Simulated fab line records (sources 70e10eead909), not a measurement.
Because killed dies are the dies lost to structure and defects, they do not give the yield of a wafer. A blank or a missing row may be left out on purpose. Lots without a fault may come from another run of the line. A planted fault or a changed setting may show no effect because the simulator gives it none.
Which tool is to blame? :: flow nandHarc :: 6 lots, 18 wafers sampled, at 5 steps of a route of 1302

## WHAT EACH GAUGE READ, for each wafer
NHARC_END_SORT_01.
lot :: measured :: on :: killedAtArray

## TOOL THAT RAN EACH LOT (tool first, then ch and the chambers of the sampled wafers, then the start)
lot: L159
NHARC_A_CONTACT_ETCH_118: harCapEtch-03 ch 0,1, day 22 07:28
NHARC_A_CONTACT_ETCH_96: rieDiel-06 ch 0,1,2, day 22 15:00 or earlier
NHARC_A_CONTACT_STRIP_55: rieDiel-06 ch 0,2,3, day 22 15:00 or earlier
NHARC_A_CONTACT_SOFTBAKE_64: lithoTrack-04 ch 0, day 22 15:00

lot: L161
NHARC_A_CONTACT_ETCH_118: harCapEtch-02 ch 0,1, day 23 04:26
NHARC_A_CONTACT_ETCH_96: rieDiel-06 ch 0,1,2, day 23 11:00 or earlier
NHARC_A_CONTACT_STRIP_55: rieDiel-05 ch 0,1,3, day 23 11:00 or earlier
NHARC_A_CONTACT_SOFTBAKE_64: lithoTrack-04 ch 0, day 23 11:00

lot: L165
NHARC_A_CONTACT_ETCH_118: harCapEtch-02 ch 0,1, day 24 14:58
NHARC_A_CONTACT_ETCH_96: rieDiel-05 ch 1,3, day 24 21:00 or earlier
NHARC_A_CONTACT_STRIP_55: rieDiel-05 ch 0,2,3, day 24 21:00 or earlier
NHARC_A_CONTACT_SOFTBAKE_64: lithoTrack-06 ch 0, day 24 21:00

lot: L169
NHARC_A_CONTACT_ETCH_118: harCapEtch-02 ch 0,1, day 26 19:25
NHARC_A_CONTACT_ETCH_96: rieDiel-06 ch 0,1, day 27 03:00 or earlier
NHARC_A_CONTACT_STRIP_55: rieDiel-06 ch 0,2, day 27 03:00 or earlier
NHARC_A_CONTACT_SOFTBAKE_64: lithoTrack-04 ch 0, day 27 03:00

lot: L174
NHARC_A_CONTACT_ETCH_118: harCapEtch-02 ch 0, day 28 13:05
NHARC_A_CONTACT_ETCH_96: rieDiel-07 ch 0,1, day 28 22:00 or earlier
NHARC_A_CONTACT_STRIP_55: rieDiel-05 ch 1,3, day 28 22:00 or earlier
NHARC_A_CONTACT_SOFTBAKE_64: lithoTrack-04 ch 0, day 28 22:00

lot: L178
NHARC_A_CONTACT_ETCH_118: harCapEtch-01 ch 0,1, day 30 03:17
NHARC_A_CONTACT_ETCH_96: rieDiel-05 ch 0,2,3, day 30 14:00 or earlier
NHARC_A_CONTACT_STRIP_55: rieDiel-05 ch 0,3, day 30 14:00 or earlier
NHARC_A_CONTACT_SOFTBAKE_64: lithoTrack-01 ch 0, day 30 14:00
- NHARC_A_CONTACT_ETCH_118: etches the open film in C4F8/O2/Ar, time 190 s, target depth 1850 nm.
- NHARC_A_CONTACT_ETCH_96: etches the open film in C4F6/O2, target depth 20 nm, time 10 s.
- NHARC_A_CONTACT_STRIP_55: strips in O2.
- NHARC_A_CONTACT_SOFTBAKE_64: time 55 s.

## THE ANSWER, worked out from the rows above alone
Rule: what is usual is taken from the lots themselves. Put in order of their means at a reading, lots are off if they are a third of the lots or fewer, leave a main group of 4 or more, and stand apart from it by a gap of 3 or more times the standard deviation of the main group's means; of several such gaps the widest counts. The tables above print the reading to a certain number of digits; a main group whose means all agree to those digits is not used. Also off: a lot with no number at a reading for which 4 or more lots have one. Any other lot the step has rows for is counted as sound.
None of the lots is off at any reading shown; this tells nothing.

## WHAT HAD BEEN PUT IN BY THE SIMULATOR
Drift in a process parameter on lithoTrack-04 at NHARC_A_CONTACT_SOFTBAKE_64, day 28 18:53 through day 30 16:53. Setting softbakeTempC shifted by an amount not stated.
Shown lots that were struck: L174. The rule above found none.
